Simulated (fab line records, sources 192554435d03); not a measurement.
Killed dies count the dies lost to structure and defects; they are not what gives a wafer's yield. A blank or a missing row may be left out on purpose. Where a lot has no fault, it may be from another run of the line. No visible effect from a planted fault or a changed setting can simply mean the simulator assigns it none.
Matching of chambers + flow n5-finfet + 4 sister chambers for N5_MOL_CONTACT_COAG_ETCH_48 on rie-diel-01
The step etches SiOC in C4F6/O2, target depth 15 nm, overetch 4.5 nm, time 17 s. 24 wafers are shown with their chamber, then 12 later ones without.

WAFERS PAIRED WITH THEIR CHAMBERS
| wafer  | chamber | throttle-valve-pct (%) | rf-vpp-V (V) | showerhead-plenum-p-Torr (Torr) |
|--------|---------|------------------------|--------------|---------------------------------|
| L074.1 | 2       | 40.9                   | 1585         | 2.73                            |
| L074.3 | 3       | 40.4                   | 1585         | 2.80                            |
| L074.6 | 3       | 40.4                   | 1586         | 2.80                            |
| L075.2 | 0       | 41.2                   | 1559         | 2.96                            |
| L075.4 | 1       | 40.2                   | 1603         | 2.77                            |
| L075.6 | 2       | 40.9                   | 1585         | 2.72                            |
| L081.1 | 1       | 40.3                   | 1603         | 2.77                            |
| L081.3 | 2       | 40.9                   | 1583         | 2.72                            |
| L081.4 | 3       | 40.4                   | 1586         | 2.79                            |
| L082.3 | 1       | 40.2                   | 1602         | 2.77                            |
| L082.4 | 3       | 40.4                   | 1586         | 2.79                            |
| L082.6 | 0       | 41.2                   | 1559         | 2.95                            |
| L083.2 | 2       | 40.9                   | 1582         | 2.72                            |
| L083.4 | 0       | 41.2                   | 1559         | 2.95                            |
| L083.6 | 1       | 40.2                   | 1602         | 2.76                            |
| L086.1 | 3       | 40.4                   | 1587         | 2.79                            |
| L086.5 | 0       | 41.2                   | 1558         | 2.95                            |
| L086.6 | 1       | 40.3                   | 1601         | 2.76                            |
| L088.1 | 0       | 41.2                   | 1557         | 2.94                            |
| L088.3 | 1       | 40.2                   | 1602         | 2.76                            |
| L088.6 | 0       | 41.2                   | 1559         | 2.95                            |
| L089.2 | 2       | 40.9                   | 1583         | 2.71                            |
| L089.3 | 1       | 40.3                   | 1602         | 2.76                            |
| L089.6 | 1       | 40.3                   | 1601         | 2.76                            |

SIGNATURES (means of the wafers above)
| reading                  | chamber 0 | chamber 1 | chamber 2 | chamber 3 | scatter within a chamber |
|--------------------------|-----------|-----------|-----------|-----------|--------------------------|
| throttle-valve-pct       | 41.200    | 40.250    | 40.900    | 40.400    | 0.0316                   |
| rf-vpp-V                 | 1558.50   | 1602.00   | 1583.60   | 1586.00   | 0.914                    |
| showerhead-plenum-p-Torr | 2.9500    | 2.7637    | 2.7200    | 2.7940    | 0.00595                  |
Rule: for a wafer and a chamber, the distance is found by dividing, reading by reading, the gap between the wafer's reading and the chamber's mean by the reading's scatter, squaring, summing and taking the root. If the next closest chamber is less than 2 further off than the closest, the wafer can't be placed; otherwise it belongs to the closest. The scatter: take each reading less its chamber's mean, square it, sum over the shown wafers, divide by the number of wafers less the number of chambers, and take the root.

WAFERS WHOSE CHAMBER IS MISSING
| wafer  | throttle-valve-pct (%) | rf-vpp-V (V) | showerhead-plenum-p-Torr (Torr) |
|--------|------------------------|--------------|---------------------------------|
| L090.3 | 41.3                   | 1556         | 2.94                            |
| L090.4 | 40.4                   | 1584         | 2.79                            |
| L090.5 | 41.3                   | 1558         | 2.94                            |
| L092.1 | 41.3                   | 1558         | 2.94                            |
| L092.2 | 40.9                   | 1583         | 2.71                            |
| L092.6 | 40.3                   | 1602         | 2.76                            |
| L094.1 | 40.3                   | 1601         | 2.75                            |
| L094.2 | 40.9                   | 1582         | 2.71                            |
| L094.5 | 41.0                   | 1584         | 2.71                            |
| L096.2 | 40.9                   | 1582         | 2.71                            |
| L096.4 | 41.2                   | 1559         | 2.94                            |
| L096.5 | 40.3                   | 1602         | 2.75                            |

THE CHAMBER EACH PASSED THROUGH
| wafer  | from the rows above | in truth |
|--------|---------------------|----------|
| L090.3 | 0                   | 0        |
| L090.4 | 3                   | 3        |
| L090.5 | 0                   | 0        |
| L092.1 | 0                   | 0        |
| L092.2 | 2                   | 2        |
| L092.6 | 1                   | 1        |
| L094.1 | 1                   | 1        |
| L094.2 | 2                   | 2        |
| L094.5 | 2                   | 2        |
| L096.2 | 2                   | 2        |
| L096.4 | 0                   | 0        |
| L096.5 | 1                   | 1        |
Correctly placed: 12 of 12. From these rows, 0 cannot be placed. Placed wrongly: 0.
